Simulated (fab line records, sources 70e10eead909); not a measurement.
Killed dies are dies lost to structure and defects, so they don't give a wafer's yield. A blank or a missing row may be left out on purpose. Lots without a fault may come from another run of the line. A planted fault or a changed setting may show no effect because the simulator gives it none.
Chamber matching | flow nand_harc | NHARC_P_GATE_STRIP_101 on rie_diel-01: 4 sister chambers
The step strips in O2, time 20 s. 7 wafers are shown with their chamber, then 7 later ones without.

WAFERS WITH THEIR CHAMBER
wafer  | chamber | drypump_motor_current_A (A) | oes_product_au (a.u.)
L627.5 | 3       | 5.04                        | 1.008
L628.1 | 0       | 5.53                        | 1.020
L640.2 | 1       | 5.61                        | 0.994
L640.4 | 0       | 5.51                        | 1.000
L640.5 | 2       | 5.68                        | 0.992
L642.3 | 2       | 5.69                        | 0.994
L642.5 | 1       | 5.64                        | 0.987

WAFERS WITHOUT THEIR CHAMBER
wafer  | drypump_motor_current_A (A) | oes_product_au (a.u.)
L642.6 | 5.68                        | 0.998
L641.1 | 5.01                        | 0.989
L641.3 | 5.64                        | 0.980
L641.5 | 5.65                        | 0.986
L647.1 | 5.71                        | 1.007
L647.4 | 5.07                        | 0.986
L647.6 | 5.53                        | 1.012

WHICH CHAMBER EACH WENT THROUGH
wafer  | from the rows above     | in truth
L642.6 | 2                       | 2
L641.1 | 3                       | 3
L641.3 | can't be placed: 1 or 2 | 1
L641.5 | can't be placed: 1 or 2 | 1
L647.1 | 2                       | 2
L647.4 | 3                       | 3
L647.6 | 0                       | 0
Placed correctly: 5 of 7. Can't be placed from these rows: 2 (the true chamber is among the candidates in 2). Placed wrongly: 0.
How it was worked out, from the rows above alone: a wafer's distance from a chamber is the root of the sum, over the readings, of the square of ((its reading less the chamber's mean) divided by the reading's scatter). The wafer belongs to the nearest chamber; if the next one is less than 2 further off, it can't be placed. A chamber's mean is the mean of its shown wafers. The scatter: the root of (the sum of the squares of (reading less its chamber's mean) over the shown wafers, divided by (wafers less chambers)).
